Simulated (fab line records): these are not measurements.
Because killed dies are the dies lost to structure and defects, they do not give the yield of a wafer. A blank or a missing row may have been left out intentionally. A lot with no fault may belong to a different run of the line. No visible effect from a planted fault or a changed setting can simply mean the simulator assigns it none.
Matching of chambers + flow n5Finfet + N5_BEOL_M9_CURE_72 on uvCure-03: 3 sister chambers
The step cures SiCOH lowk, time 120 s. 6 wafers are shown with their chamber, then 10 later ones without.

## EACH WAFER AND ITS CHAMBER
| wafer  | chamber | wafer_temp_C_max | lampPowerPct (%) |
|--------|---------|------------------|------------------|
| L075.4 | 1       | 372.0            | 52.34            |
| L075.5 | 1       | 372.2            | 52.26            |
| L087.4 | 0       | 371.2            | 52.32            |
| L087.6 | 0       | 371.5            | 52.21            |
| L089.1 | 2       | 371.6            | 52.39            |
| L089.2 | 2       | 371.1            | 52.30            |

## WAFERS WITHOUT THEIR CHAMBER
| wafer  | wafer_temp_C_max | lampPowerPct (%) |
|--------|------------------|------------------|
| L089.3 | 371.1            | 52.29            |
| L093.1 | 372.1            | 52.37            |
| L093.4 | 371.1            | 52.24            |
| L093.5 | 372.1            | 52.45            |
| L082.1 | 371.5            | 52.20            |
| L082.3 | 371.6            | 52.40            |
| L082.6 | 371.9            | 52.30            |
| L082.2 | 371.3            | 52.28            |
| L082.4 | 370.9            | 52.39            |
| L082.5 | 371.2            | 52.38            |

## WHICH CHAMBER EACH WENT THROUGH
| wafer  | from the rows above          | in truth |
|--------|------------------------------|----------|
| L089.3 | can't be placed: 0 or 2      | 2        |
| L093.1 | can't be placed: 1 or 2      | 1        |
| L093.4 | can't be placed: 0 or 2      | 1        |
| L093.5 | can't be placed: 1 or 2 or 0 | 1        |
| L082.1 | can't be placed: 0 or 2 or 1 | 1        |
| L082.3 | can't be placed: 2 or 0 or 1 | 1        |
| L082.6 | can't be placed: 1 or 0 or 2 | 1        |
| L082.2 | can't be placed: 0 or 2      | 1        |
| L082.4 | can't be placed: 2 or 0      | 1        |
| L082.5 | can't be placed: 2 or 0      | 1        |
Placed correctly: 0 of 10. Cannot be placed on the basis of these rows: 10; the candidates contain the true chamber in 6. Placed wrongly: 0.
How it was worked out, from the rows above alone: a wafer's distance from a chamber is the root of the sum, over the readings, of the square of ((its reading less the chamber's mean) divided by the reading's scatter). The wafer belongs to the nearest chamber; if the next one is less than 2 further off, it can't be placed. A chamber's mean is the mean of its shown wafers. The scatter: take each reading less its chamber's mean, square it, sum over the shown wafers, divide by the number of wafers less the number of chambers, and take the root.
